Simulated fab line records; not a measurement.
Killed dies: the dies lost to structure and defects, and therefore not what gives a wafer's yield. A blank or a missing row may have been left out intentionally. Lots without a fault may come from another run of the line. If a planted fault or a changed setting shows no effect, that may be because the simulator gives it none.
fab line records || flow nand_harc
[record] {"lots": 6, "wafers": 18, "last_day": 32}
route steps=1302 shown A_STAIRCASE@683 END@1302
lots that met no fault: taken from a fault-free run of the same line
start_h: the number of hours between the record's first day and the start of the first shown wafer of the lot || wait_h: how many hours have passed since the lot's step before this one || " repeats the value in the row above || L1.1+2: a single row standing in for several wafers || - either no value or no given start || * or withheld: withheld || < > ~ a bound
route shown NAME@n: a module of which the file shows steps, and the number in the route of the first || usual: average and standard deviation across the fault-free wafers || same: alike in all rows || chamber/n: place in a boat || sites: each site's reading || _std_site: their standard deviation || _edge_site: mean of outer sites minus mean of inner sites || radius_mm: for every site, how far away it sits from the centre of the wafer || mask NAME#n: copy n || behind: the last tool/chamber to shape the wafer || hold: reason for holding the lot/hours on hold/outcome of the hold || device: which transistor (n, p or np) failed to switch || end of line: tests of these same wafers at the route's end || where a step has no rows: the recipe by itself || killed: count of dies lost to structure and defects at first sort (not the wafer's yield) || map: shows each die of a wafer: x if killed, . if not, _ if none is there
set.NAME: the setting as run; set.NAME@STEP: as run at that earlier step || model.NAME: the simulator's own value behind a step, which no gauge read
lots at some steps of the route; a table a step, a row a wafer
services: from which hour (start_h, from the record's first day; less than 0 if before it) a tool's chamber was out of use, for how many hours, and why
[[steps]]
[step NHARC_A_STAIRCASE_TRIM_26]
[recipe] {"time_s": 211.2, "o2_flow_sccm": 500, "ar_flow_sccm": 0, "bias_w": 0, "chemistry": "O2"}
[usual] {"drypump_motor_current_A": "5.6/0.32", "oes_product_au": "1.001/0.0084", "rf_vpp_V": "57.9/0.92", "showerhead_plenum_p_Torr": "3.56/0.14", "throttle_valve_pct": "17.036/0.0096"}
{"lot.wafer": "L273.4", "tool": "rie_diel-04", "chamber": 0, "start_h": "-", "wait_h": "-", "drypump_motor_current_A": 5.8, "oes_product_au": 0.981, "rf_hours_counter_h": 15, "rf_vpp_V": 57.5, "showerhead_plenum_p_Torr": 3.53, "throttle_valve_pct": 17.048}
{"lot.wafer": "L273.2", "tool": "rie_diel-04", "chamber": 1, "start_h": "-", "wait_h": "-", "drypump_motor_current_A": 4.8, "oes_product_au": 1.011, "rf_hours_counter_h": 12, "rf_vpp_V": 57.9, "showerhead_plenum_p_Torr": 3.37, "throttle_valve_pct": 17.039}
{"lot.wafer": "L273.6", "tool": "rie_diel-04", "chamber": 1, "start_h": "-", "wait_h": "-", "drypump_motor_current_A": 4.8, "oes_product_au": 1.005, "rf_hours_counter_h": "-", "rf_vpp_V": 58.1, "showerhead_plenum_p_Torr": 3.37, "throttle_valve_pct": 17.032}
{"lot.wafer": "L275.3", "tool": "rie_diel-07", "chamber": 0, "start_h": "-", "wait_h": "-", "drypump_motor_current_A": 5.8, "oes_product_au": 1.008, "rf_hours_counter_h": 38, "rf_vpp_V": 59.9, "showerhead_plenum_p_Torr": 3.66, "throttle_valve_pct": 17.045}
{"lot.wafer": "L275.6", "tool": "rie_diel-07", "chamber": 2, "start_h": "-", "wait_h": "-", "drypump_motor_current_A": 5.6, "oes_product_au": 1.009, "rf_hours_counter_h": "-", "rf_vpp_V": 58.6, "showerhead_plenum_p_Torr": 3.50, "throttle_valve_pct": 17.039}
{"lot.wafer": "L275.5", "tool": "rie_diel-07", "chamber": 3, "start_h": "-", "wait_h": "-", "drypump_motor_current_A": 6.0, "oes_product_au": 1.005, "rf_hours_counter_h": "-", "rf_vpp_V": 58.6, "showerhead_plenum_p_Torr": 3.59, "throttle_valve_pct": 17.022}
{"lot.wafer": "L283.1", "tool": "rie_diel-04", "chamber": 2, "start_h": "-", "wait_h": "-", "drypump_motor_current_A": 5.8, "oes_product_au": 1.007, "rf_hours_counter_h": 39, "rf_vpp_V": 58.3, "showerhead_plenum_p_Torr": 3.73, "throttle_valve_pct": 17.040}
{"lot.wafer": "L283.4", "tool": "rie_diel-04", "chamber": 0, "start_h": "-", "wait_h": "-", "drypump_motor_current_A": 5.8, "oes_product_au": 0.994, "rf_hours_counter_h": 39, "rf_vpp_V": 58.2, "showerhead_plenum_p_Torr": 3.52, "throttle_valve_pct": 17.028}
{"lot.wafer": "L283.6", "tool": "rie_diel-04", "chamber": 1, "start_h": "-", "wait_h": "-", "drypump_motor_current_A": 4.8, "oes_product_au": 1.012, "rf_hours_counter_h": "-", "rf_vpp_V": 57.8, "showerhead_plenum_p_Torr": 3.36, "throttle_valve_pct": 17.033}
{"lot.wafer": "L282.3", "tool": "rie_diel-07", "chamber": 2, "start_h": "-", "wait_h": "-", "drypump_motor_current_A": 5.6, "oes_product_au": 1.002, "rf_hours_counter_h": 8, "rf_vpp_V": 55.4, "showerhead_plenum_p_Torr": 3.49, "throttle_valve_pct": 17.041}
{"lot.wafer": "L282.4", "tool": "rie_diel-07", "chamber": 3, "start_h": "-", "wait_h": "-", "drypump_motor_current_A": 6.0, "oes_product_au": 1.003, "rf_hours_counter_h": 6, "rf_vpp_V": 57.4, "showerhead_plenum_p_Torr": 3.58, "throttle_valve_pct": 17.027}
{"lot.wafer": "L282.1", "tool": "rie_diel-07", "chamber": 0, "start_h": "-", "wait_h": "-", "drypump_motor_current_A": 5.8, "oes_product_au": 1.002, "rf_hours_counter_h": 7, "rf_vpp_V": 58.2, "showerhead_plenum_p_Torr": 3.65, "throttle_valve_pct": 17.040}
{"lot.wafer": "L287.2", "tool": "rie_diel-07", "chamber": 3, "start_h": "-", "wait_h": "-", "drypump_motor_current_A": 6.0, "oes_product_au": 1.006, "rf_hours_counter_h": 19, "rf_vpp_V": 58.7, "showerhead_plenum_p_Torr": 3.57, "throttle_valve_pct": 17.028}
{"lot.wafer": "L287.3", "tool": "rie_diel-07", "chamber": 0, "start_h": "-", "wait_h": "-", "drypump_motor_current_A": 5.8, "oes_product_au": 0.993, "rf_hours_counter_h": 22, "rf_vpp_V": 56.7, "showerhead_plenum_p_Torr": 3.64, "throttle_valve_pct": 17.027}
{"lot.wafer": "L287.1", "tool": "rie_diel-07", "chamber": 1, "start_h": "-", "wait_h": "-", "drypump_motor_current_A": 5.5, "oes_product_au": 0.991, "rf_hours_counter_h": 23, "rf_vpp_V": 58.5, "showerhead_plenum_p_Torr": 3.45, "throttle_valve_pct": 17.033}
{"lot.wafer": "L290.4", "tool": "rie_diel-08", "chamber": 3, "start_h": "-", "wait_h": "-", "drypump_motor_current_A": 5.7, "oes_product_au": 1.003, "rf_hours_counter_h": 4, "rf_vpp_V": 56.5, "showerhead_plenum_p_Torr": 3.42, "throttle_valve_pct": 17.051}
{"lot.wafer": "L290.1", "tool": "rie_diel-08", "chamber": 0, "start_h": "-", "wait_h": "-", "drypump_motor_current_A": 5.3, "oes_product_au": 1.009, "rf_hours_counter_h": 6, "rf_vpp_V": 59.6, "showerhead_plenum_p_Torr": 3.70, "throttle_valve_pct": 17.045}
{"lot.wafer": "L290.3", "tool": "rie_diel-08", "chamber": 2, "start_h": "-", "wait_h": "-", "drypump_motor_current_A": 5.4, "oes_product_au": 1.003, "rf_hours_counter_h": 4, "rf_vpp_V": 56.9, "showerhead_plenum_p_Torr": 3.36, "throttle_valve_pct": 17.035}
[step NHARC_A_STAIRCASE_ETCH_27]
[recipe] {"target_depth_a": 1000, "time_s": 40.5, "ion_energy_ev": 400, "c4f8_flow_sccm": 20, "o2_flow_sccm": 10, "ar_flow_sccm": "withheld", "rf_w": 600, "bias_w": 1000, "chemistry": "C4F8/O2"}
[usual] {"oes_product_au": "0.942/0.0098", "rf_vpp_V": "897/4.9"}
{"lot.wafer": "L273.4", "tool": "rie_diel-04", "chamber": 0, "start_h": "-", "wait_h": "-", "oes_product_au": 0.931, "rf_hours_counter_h": 15, "rf_vpp_V": 895}
{"lot.wafer": "L273.2", "tool": "rie_diel-04", "chamber": 2, "start_h": "-", "wait_h": "-", "oes_product_au": 0.940, "rf_hours_counter_h": 11, "rf_vpp_V": 904}
{"lot.wafer": "L273.6", "tool": "rie_diel-04", "chamber": 1, "start_h": "-", "wait_h": "-", "oes_product_au": 0.931, "rf_hours_counter_h": "-", "rf_vpp_V": 890}
{"lot.wafer": "L275.3", "tool": "rie_diel-07", "chamber": 2, "start_h": "-", "wait_h": "-", "oes_product_au": 0.945, "rf_hours_counter_h": 40, "rf_vpp_V": 894}
{"lot.wafer": "L275.5", "tool": "rie_diel-07", "chamber": 1, "start_h": "-", "wait_h": "-", "oes_product_au": 0.933, "rf_hours_counter_h": "-", "rf_vpp_V": 893}
{"lot.wafer": "L275.6", "tool": "rie_diel-07", "chamber": 2, "start_h": "-", "wait_h": "-", "oes_product_au": 0.956, "rf_hours_counter_h": "-", "rf_vpp_V": 894}
{"lot.wafer": "L283.4", "tool": "rie_diel-04", "chamber": 1, "start_h": "-", "wait_h": "-", "oes_product_au": 0.942, "rf_hours_counter_h": 39, "rf_vpp_V": 890}
{"lot.wafer": "L283.1", "tool": "rie_diel-04", "chamber": 3, "start_h": "-", "wait_h": "-", "oes_product_au": 0.960, "rf_hours_counter_h": 39, "rf_vpp_V": 899}
{"lot.wafer": "L283.6", "tool": "rie_diel-04", "chamber": 1, "start_h": "-", "wait_h": "-", "oes_product_au": 0.947, "rf_hours_counter_h": "-", "rf_vpp_V": 890}
{"lot.wafer": "L282.4", "tool": "rie_diel-07", "chamber": 2, "start_h": "-", "wait_h": "-", "oes_product_au": 0.946, "rf_hours_counter_h": 8, "rf_vpp_V": 895}
{"lot.wafer": "L282.3", "tool": "rie_diel-07", "chamber": 3, "start_h": "-", "wait_h": "-", "oes_product_au": 0.940, "rf_hours_counter_h": 6, "rf_vpp_V": 897}
{"lot.wafer": "L282.1", "tool": "rie_diel-07", "chamber": 0, "start_h": "-", "wait_h": "-", "oes_product_au": 0.936, "rf_hours_counter_h": 7, "rf_vpp_V": 901}
{"lot.wafer": "L287.1", "tool": "rie_diel-07", "chamber": 0, "start_h": "-", "wait_h": "-", "oes_product_au": 0.939, "rf_hours_counter_h": 22, "rf_vpp_V": 901}
{"lot.wafer": "L287.2", "tool": "rie_diel-07", "chamber": 1, "start_h": "-", "wait_h": "-", "oes_product_au": 0.936, "rf_hours_counter_h": 23, "rf_vpp_V": 893}
{"lot.wafer": "L287.3", "tool": "rie_diel-07", "chamber": 2, "start_h": "-", "wait_h": "-", "oes_product_au": 0.938, "rf_hours_counter_h": 20, "rf_vpp_V": 894}
{"lot.wafer": "L290.3", "tool": "rie_diel-08", "chamber": 1, "start_h": "-", "wait_h": "-", "oes_product_au": 0.953, "rf_hours_counter_h": 6, "rf_vpp_V": 905}
{"lot.wafer": "L290.1", "tool": "rie_diel-08", "chamber": 2, "start_h": "-", "wait_h": "-", "oes_product_au": 0.949, "rf_hours_counter_h": 4, "rf_vpp_V": 889}
{"lot.wafer": "L290.4", "tool": "rie_diel-08", "chamber": 0, "start_h": "-", "wait_h": "-", "oes_product_au": 0.944, "rf_hours_counter_h": 6, "rf_vpp_V": 901}
[step NHARC_A_STAIRCASE_STRIP_175]
[recipe] {"power_w": 1500, "temp_c": 250, "chemistry": "O2"}
[usual] {"drypump_motor_current_A": "5.5/0.3", "heater_power_w": "339/16"}
{"lot.wafer": "L273.2", "tool": "plasma_asher-02", "chamber": 1, "start_h": 409.19, "wait_h": 0.1, "drypump_motor_current_A": 5.8, "heater_power_w": 325, "rf_hours_counter_h": 32}
{"lot.wafer": "L273.4", "tool": "plasma_asher-02", "chamber": 1, "start_h": 409.19, "wait_h": 0.1, "drypump_motor_current_A": 5.8, "heater_power_w": 332, "rf_hours_counter_h": "-"}
{"lot.wafer": "L273.6", "tool": "plasma_asher-02", "chamber": 0, "start_h": 409.19, "wait_h": 0.1, "drypump_motor_current_A": 5.8, "heater_power_w": 327, "rf_hours_counter_h": "-"}
{"lot.wafer": "L275.3", "tool": "plasma_asher-01", "chamber": 0, "start_h": 422.83, "wait_h": 0.2, "drypump_motor_current_A": 5.3, "heater_power_w": 355, "rf_hours_counter_h": "-"}
{"lot.wafer": "L275.6", "tool": "plasma_asher-01", "chamber": 1, "start_h": 422.83, "wait_h": 0.2, "drypump_motor_current_A": 5.1, "heater_power_w": 344, "rf_hours_counter_h": "-"}
{"lot.wafer": "L275.5", "tool": "plasma_asher-01", "chamber": 0, "start_h": 422.83, "wait_h": 0.2, "drypump_motor_current_A": 5.4, "heater_power_w": 351, "rf_hours_counter_h": "-"}
{"lot.wafer": "L283.1", "tool": "plasma_asher-02", "chamber": 0, "start_h": 491.89, "wait_h": 0.1, "drypump_motor_current_A": 5.8, "heater_power_w": 313, "rf_hours_counter_h": 11}
{"lot.wafer": "L283.4", "tool": "plasma_asher-02", "chamber": 1, "start_h": 491.89, "wait_h": 0.1, "drypump_motor_current_A": 5.9, "heater_power_w": 346, "rf_hours_counter_h": "-"}
{"lot.wafer": "L283.6", "tool": "plasma_asher-02", "chamber": 1, "start_h": 491.89, "wait_h": 0.1, "drypump_motor_current_A": 5.8, "heater_power_w": 333, "rf_hours_counter_h": "-"}
{"lot.wafer": "L282.1", "tool": "plasma_asher-01", "chamber": 1, "start_h": 498.81, "wait_h": 0.1, "drypump_motor_current_A": 5.1, "heater_power_w": 341, "rf_hours_counter_h": 31}
{"lot.wafer": "L282.4", "tool": "plasma_asher-01", "chamber": 0, "start_h": 498.81, "wait_h": 0.1, "drypump_motor_current_A": 5.3, "heater_power_w": 357, "rf_hours_counter_h": "-"}
{"lot.wafer": "L282.3", "tool": "plasma_asher-01", "chamber": 1, "start_h": 498.81, "wait_h": 0.1, "drypump_motor_current_A": 5.2, "heater_power_w": 340, "rf_hours_counter_h": "-"}
{"lot.wafer": "L287.1", "tool": "plasma_asher-02", "chamber": 0, "start_h": 540.41, "wait_h": 0.1, "drypump_motor_current_A": 5.8, "heater_power_w": 317, "rf_hours_counter_h": 23}
{"lot.wafer": "L287.2", "tool": "plasma_asher-02", "chamber": 1, "start_h": 540.41, "wait_h": 0.1, "drypump_motor_current_A": 5.8, "heater_power_w": 337, "rf_hours_counter_h": 23}
{"lot.wafer": "L287.3", "tool": "plasma_asher-02", "chamber": 1, "start_h": 540.41, "wait_h": 0.1, "drypump_motor_current_A": 5.8, "heater_power_w": 335, "rf_hours_counter_h": "-"}
{"lot.wafer": "L290.1", "tool": "plasma_asher-01", "chamber": 0, "start_h": 567.11, "wait_h": 0.1, "drypump_motor_current_A": 5.4, "heater_power_w": 368, "rf_hours_counter_h": 8}
{"lot.wafer": "L290.3", "tool": "plasma_asher-01", "chamber": 0, "start_h": 567.11, "wait_h": 0.1, "drypump_motor_current_A": 5.3, "heater_power_w": 372, "rf_hours_counter_h": "-"}
{"lot.wafer": "L290.4", "tool": "plasma_asher-01", "chamber": 1, "start_h": 567.11, "wait_h": 0.1, "drypump_motor_current_A": 5.1, "heater_power_w": 339, "rf_hours_counter_h": "-"}
[step NHARC_A_STAIRCASE_STRIP_148]
[recipe] {"time_s": 900, "temp_c": 130, "chemistry": "SPM"}
[step NHARC_A_STAIRCASE_PRECLEAN_149]
[recipe] {"time_s": "*", "temp_c": 50, "bath_age_min": 0, "chemistry": "SC1"}
[step NHARC_A_STAIRCASE_SRD_150]
[step NHARC_A_STAIRCASE_DEHYDRATE_176]
[recipe] {"temp_c": 150, "time_s": 120}
[step NHARC_A_STAIRCASE_HMDS_177]
[recipe] {"time_s": 30}
[step NHARC_A_STAIRCASE_COAT_178]
[recipe] {"spin_rpm": 1200}
[step NHARC_A_STAIRCASE_SOFTBAKE_179]
[recipe] {"temp_c": 135, "time_s": 170}
[step NHARC_A_STAIRCASE_EBR_180]
[step NHARC_A_STAIRCASE_EXPOSE_181]
[recipe] {"na": 0.5, "dose_mj": 27.87, "mask_id": "STAIR_2"}
[usual] {"exposure_dose_mJ_cm2": "27.870/0.027"}
{"lot.wafer": "L273.2", "tool": "krf_scanner-03", "chamber": 0, "start_h": 410.28, "wait_h": "-", "mask": "STAIR_2#0", "exposure_dose_mJ_cm2": 27.876}
{"lot.wafer": "L273.4", "tool": "krf_scanner-03", "chamber": 0, "start_h": 410.28, "wait_h": "-", "mask": "STAIR_2#0", "exposure_dose_mJ_cm2": 27.900}
{"lot.wafer": "L273.6", "tool": "krf_scanner-03", "chamber": 0, "start_h": 410.28, "wait_h": "-", "mask": "STAIR_2#0", "exposure_dose_mJ_cm2": 27.876}
{"lot.wafer": "L275.3", "tool": "krf_scanner-03", "chamber": 0, "start_h": 423.85, "wait_h": "-", "mask": "STAIR_2#0", "exposure_dose_mJ_cm2": 27.325}
{"lot.wafer": "L275.5", "tool": "krf_scanner-03", "chamber": 0, "start_h": 423.85, "wait_h": "-", "mask": "STAIR_2#0", "exposure_dose_mJ_cm2": 27.310}
{"lot.wafer": "L275.6", "tool": "krf_scanner-03", "chamber": 0, "start_h": 423.85, "wait_h": "-", "mask": "STAIR_2#0", "exposure_dose_mJ_cm2": 27.301}
{"lot.wafer": "L283.1", "tool": "krf_scanner-04", "chamber": 0, "start_h": 492.91, "wait_h": "-", "mask": "STAIR_2#0", "exposure_dose_mJ_cm2": 27.892}
{"lot.wafer": "L283.4", "tool": "krf_scanner-04", "chamber": 0, "start_h": 492.91, "wait_h": "-", "mask": "STAIR_2#0", "exposure_dose_mJ_cm2": 27.866}
{"lot.wafer": "L283.6", "tool": "krf_scanner-04", "chamber": 0, "start_h": 492.91, "wait_h": "-", "mask": "STAIR_2#0", "exposure_dose_mJ_cm2": 27.880}
{"lot.wafer": "L282.1", "tool": "krf_scanner-03", "chamber": 0, "start_h": 499.90, "wait_h": "-", "mask": "STAIR_2#0", "exposure_dose_mJ_cm2": 27.367}
{"lot.wafer": "L282.3", "tool": "krf_scanner-03", "chamber": 0, "start_h": 499.90, "wait_h": "-", "mask": "STAIR_2#0", "exposure_dose_mJ_cm2": 27.356}
{"lot.wafer": "L282.4", "tool": "krf_scanner-03", "chamber": 0, "start_h": 499.90, "wait_h": "-", "mask": "STAIR_2#0", "exposure_dose_mJ_cm2": 27.345}
{"lot.wafer": "L287.1", "tool": "krf_scanner-04", "chamber": 0, "start_h": 541.54, "wait_h": "-", "mask": "STAIR_2#0", "exposure_dose_mJ_cm2": 27.861}
{"lot.wafer": "L287.2", "tool": "krf_scanner-04", "chamber": 0, "start_h": 541.54, "wait_h": "-", "mask": "STAIR_2#0", "exposure_dose_mJ_cm2": 27.856}
{"lot.wafer": "L287.3", "tool": "krf_scanner-04", "chamber": 0, "start_h": 541.54, "wait_h": "-", "mask": "STAIR_2#0", "exposure_dose_mJ_cm2": 27.888}
{"lot.wafer": "L290.1", "tool": "krf_scanner-04", "chamber": 0, "start_h": 568.24, "wait_h": "-", "mask": "STAIR_2#0", "exposure_dose_mJ_cm2": 27.881}
{"lot.wafer": "L290.3", "tool": "krf_scanner-04", "chamber": 0, "start_h": 568.24, "wait_h": "-", "mask": "STAIR_2#0", "exposure_dose_mJ_cm2": 27.848}
{"lot.wafer": "L290.4", "tool": "krf_scanner-04", "chamber": 0, "start_h": 568.24, "wait_h": "-", "mask": "STAIR_2#0", "exposure_dose_mJ_cm2": 27.849}
[step NHARC_A_STAIRCASE_PEB_182]
[recipe] {"peb_temp_c": 115, "peb_time_s": 130}
[step NHARC_END_SORT_01]
[recipe] {"temp_c": 25}
[usual] {"killed_at_array": "60/21", "killed_at_other": "1.0/1.2", "killed_at_periphery": "4.2/2.8", "killed_dies": "65/20", "killed_open": "3.1/1.8", "killed_short": "2.6/1.6"}
[same] {"gross_dies": 677}
{"lot.wafer": "L273.2", "tool": "prober-02", "chamber": 0, "start_h": 610.80, "wait_h": 2.8, "killed_at_array": 63, "killed_at_other": 1, "killed_at_periphery": 1, "killed_dies": 65, "killed_open": 2, "killed_short": 0}
{"lot.wafer": "L273.4", "tool": "prober-02", "chamber": 0, "start_h": 612.41, "wait_h": 3.4, "killed_at_array": 65, "killed_at_other": 0, "killed_at_periphery": 2, "killed_dies": 67, "killed_open": 7, "killed_short": 2}
{"lot.wafer": "L273.6", "tool": "prober-02", "chamber": 0, "start_h": 614.01, "wait_h": 4.0, "killed_at_array": 54, "killed_at_other": 1, "killed_at_periphery": 4, "killed_dies": 59, "killed_open": 5, "killed_short": 2}
{"lot.wafer": "L275.3", "tool": "prober-02", "chamber": 0, "start_h": 624.75, "wait_h": 3.1, "killed_at_array": 104, "killed_at_other": 0, "killed_at_periphery": 7, "killed_dies": 111, "killed_open": 3, "killed_short": 6}
{"lot.wafer": "L275.5", "tool": "prober-02", "chamber": 0, "start_h": 626.34, "wait_h": 3.7, "killed_at_array": 95, "killed_at_other": 0, "killed_at_periphery": 0, "killed_dies": 95, "killed_open": 3, "killed_short": 1}
{"lot.wafer": "L275.6", "tool": "prober-02", "chamber": 0, "start_h": 627.13, "wait_h": 4.0, "killed_at_array": 84, "killed_at_other": 0, "killed_at_periphery": 3, "killed_dies": 87, "killed_open": 3, "killed_short": 3}
{"lot.wafer": "L282.1", "tool": "prober-02", "chamber": 0, "start_h": 693.43, "wait_h": 2.5, "killed_at_array": 53, "killed_at_other": 1, "killed_at_periphery": 4, "killed_dies": 58, "killed_open": 3, "killed_short": 5}
{"lot.wafer": "L282.3", "tool": "prober-02", "chamber": 0, "start_h": 695.03, "wait_h": 3.1, "killed_at_array": 53, "killed_at_other": 0, "killed_at_periphery": 4, "killed_dies": 57, "killed_open": 3, "killed_short": 2}
{"lot.wafer": "L282.4", "tool": "prober-02", "chamber": 0, "start_h": 695.84, "wait_h": 3.4, "killed_at_array": 46, "killed_at_other": 0, "killed_at_periphery": 3, "killed_dies": 49, "killed_open": 4, "killed_short": 1}
{"lot.wafer": "L287.3", "tool": "prober-01", "chamber": 0, "start_h": 772.60, "wait_h": 3.1, "killed_at_array": 50, "killed_at_other": 1, "killed_at_periphery": 8, "killed_dies": 59, "killed_open": 2, "killed_short": 1}
// killed by level:class
L273.2 A_CHANNEL_HOLE_D1:chamber_film_flake=41 A_CHANNEL_HOLE_D2:chamber_film_flake=9 A_CHANNEL_FILL_D2:chamber_film_flake=4 A_CHANNEL_FILL_D1:chamber_film_flake=3 A_CONTACT:chamber_film_flake=3 P_GATE:geometric_particle:open=1 A_ONON_D1:geometric_particle:open=1 A_DECK1_JOINT:chamber_film_flake=1
L273.4 A_CHANNEL_HOLE_D1:chamber_film_flake=39 A_CHANNEL_HOLE_D2:chamber_film_flake=9 A_CONTACT:chamber_film_flake=5 A_SLIT:chamber_film_flake=3 A_DECK1_JOINT:geometric_particle:open=2 P_GATE:geometric_particle:open=1 P_CONTACT:geometric_particle:open=1 A_ONON_D1:geometric_particle:open=1
L273.6 A_CHANNEL_HOLE_D1:chamber_film_flake=33 A_CONTACT:chamber_film_flake=8 A_CHANNEL_HOLE_D2:chamber_film_flake=6 P_CONTACT:geometric_particle:open=2 P_M0:chamber_film_flake=2 A_CHANNEL_FILL_D2:geometric_particle:open=1 A_SGD_CUT:geometric_particle:open=1 A_SGD_CUT:geometric_particle:short=1
L275.3 A_CHANNEL_HOLE_D2:chamber_film_flake=35 A_SLIT:chamber_film_flake=29 A_CHANNEL_HOLE_D1:chamber_film_flake=26 P_ZERO_WELL:chamber_film_flake=4 A_CONTACT:chamber_film_flake=4 A_STAIRCASE:chamber_film_flake=3 P_GATE:geometric_particle:short=2 A_ONON_D1:geometric_particle:short=2
L275.5 A_SLIT:chamber_film_flake=36 A_CHANNEL_HOLE_D1:chamber_film_flake=27 A_CHANNEL_HOLE_D2:chamber_film_flake=23 A_WL_FILL:geometric_particle:open=2 A_CONTACT:chamber_film_flake=2 A_CHANNEL_HOLE_D1:geometric_particle:open=1 A_ONON_D2:geometric_particle:short=1 A_CHANNEL_FILL_D1:chamber_film_flake=1
L275.6 A_CHANNEL_HOLE_D1:chamber_film_flake=32 A_CHANNEL_HOLE_D2:chamber_film_flake=23 A_SLIT:chamber_film_flake=15 A_M0:chamber_film_flake=6 A_CHANNEL_FILL_D2:geometric_particle:short=2 P_GATE:geometric_particle:open=1 P_CONTACT:geometric_particle:open=1 A_DECK1_JOINT:geometric_particle:short=1
L282.1 A_CHANNEL_HOLE_D1:chamber_film_flake=30 A_CONTACT:chamber_film_flake=8 A_SLIT:chamber_film_flake=3 A_STAIRCASE:chamber_film_flake=3 A_WL_FILL:chamber_film_flake=2 P_CONTACT:geometric_particle:short=1 P_M2:geometric_particle:short=1 A_SOURCE_PLATE:geometric_particle:short=1
L282.3 A_CHANNEL_HOLE_D1:chamber_film_flake=34 A_CONTACT:chamber_film_flake=7 A_SLIT:chamber_film_flake=4 A_STAIRCASE:chamber_film_flake=3 P_STI:chamber_film_flake=2 P_M1:geometric_particle:open=1 A_ONON_D1:geometric_particle:open=1 A_ONON_D2:geometric_particle:short=1
L282.4 A_CHANNEL_HOLE_D1:chamber_film_flake=30 A_CONTACT:chamber_film_flake=6 A_CHANNEL_FILL_D2:geometric_particle:open=2 A_SLIT:chamber_film_flake=2 A_SOURCE_PLATE:geometric_particle:short=1 A_DECK1_JOINT:geometric_particle:open=1 A_M0:geometric_particle:open=1 P_ZERO_WELL:chamber_film_flake=1
L287.3 A_CHANNEL_HOLE_D1:chamber_film_flake=17 A_CHANNEL_HOLE_D2:chamber_film_flake=15 A_CONTACT:chamber_film_flake=10 P_GATE:chamber_film_flake=5 A_SLIT:chamber_film_flake=4 P_BONDPAD:chamber_film_flake=2 A_WL_FILL:chamber_film_flake=2 P_M0:geometric_particle:short=1
[[services]]
{"tool": "rie_diel-07", "chamber": 0, "start_h": 388.16, "hours": 14.9, "kind": "repair"}
{"tool": "krf_scanner-03", "chamber": "-", "start_h": 396.03, "hours": 4.0, "kind": "pm"}
{"tool": "rie_diel-07", "chamber": 0, "start_h": 405.29, "hours": "-", "kind": "clean"}
{"tool": "rie_diel-07", "chamber": 1, "start_h": 405.29, "hours": "-", "kind": "clean"}
{"tool": "rie_diel-07", "chamber": 2, "start_h": 405.29, "hours": "-", "kind": "clean"}
{"tool": "rie_diel-07", "chamber": 3, "start_h": 405.29, "hours": "-", "kind": "clean"}
{"tool": "rie_diel-08", "chamber": 2, "start_h": 409.45, "hours": 4.7, "kind": "repair"}
{"tool": "krf_scanner-04", "chamber": "-", "start_h": 415.31, "hours": 1.1, "kind": "repair"}
{"tool": "plasma_asher-02", "chamber": "-", "start_h": 426.29, "hours": 9.0, "kind": "pm"}
{"tool": "rie_diel-07", "chamber": 0, "start_h": 429.79, "hours": "-", "kind": "clean"}
{"tool": "rie_diel-07", "chamber": 1, "start_h": 429.79, "hours": "-", "kind": "clean"}
{"tool": "rie_diel-07", "chamber": 2, "start_h": 429.79, "hours": "-", "kind": "clean"}
{"tool": "rie_diel-07", "chamber": 3, "start_h": 429.79, "hours": "-", "kind": "clean"}
{"tool": "rie_diel-07", "chamber": 0, "start_h": 454.29, "hours": "-", "kind": "clean"}
{"tool": "rie_diel-07", "chamber": 1, "start_h": 454.29, "hours": "-", "kind": "clean"}
{"tool": "rie_diel-07", "chamber": 2, "start_h": 454.29, "hours": "-", "kind": "clean"}
{"tool": "rie_diel-07", "chamber": 1, "start_h": 459.92, "hours": 9.0, "kind": "repair"}
{"tool": "rie_diel-07", "chamber": "-", "start_h": 471.62, "hours": 9.0, "kind": "pm"}
{"tool": "plasma_asher-01", "chamber": "-", "start_h": 519.00, "hours": 9.0, "kind": "pm"}
{"tool": "plasma_asher-02", "chamber": "-", "start_h": 519.02, "hours": 5.1, "kind": "repair"}
{"tool": "krf_scanner-04", "chamber": "-", "start_h": 526.00, "hours": 4.0, "kind": "pm"}
{"tool": "rie_diel-04", "chamber": "-", "start_h": 533.20, "hours": 9.0, "kind": "pm"}
{"tool": "rie_diel-04", "chamber": 2, "start_h": 556.72, "hours": 1.8, "kind": "repair"}
{"tool": "krf_scanner-03", "chamber": "-", "start_h": 568.04, "hours": 4.0, "kind": "pm"}
[[key]]
[first_sign] {"step": "NHARC_A_STAIRCASE_EXPOSE_181", "reading": "exposure_dose_mJ_cm2", "direction": "down", "sigmas": 20, "usual": 27.870, "struck": 27.334}
effect none on later readings
met_at NHARC_A_STAIRCASE_EXPOSE_181
struck_wafers L275.3,L275.5,L275.6,L282.1,L282.3,L282.4
tester_left_out L275,L282
onset_between 410.28 423.85
[fault] {"kind": "process_parameter_drift", "tool": "krf_scanner-03", "chamber": "-", "onset_h": 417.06, "steps": "NHARC_A_STAIRCASE_EXPOSE_181", "channel": "dose_mj", "offset": -0.5221, "shape": "step", "acts_in": "these_recipes_only", "stated": 27.87}
// tester_left_out: of these lots the tester's yield and bins aren't shown, on N5 and GAA mostly nor the transistor test; their killed dies are dies lost to structure and defects alone, not to doping, threshold or leakage, so they don't give the yield
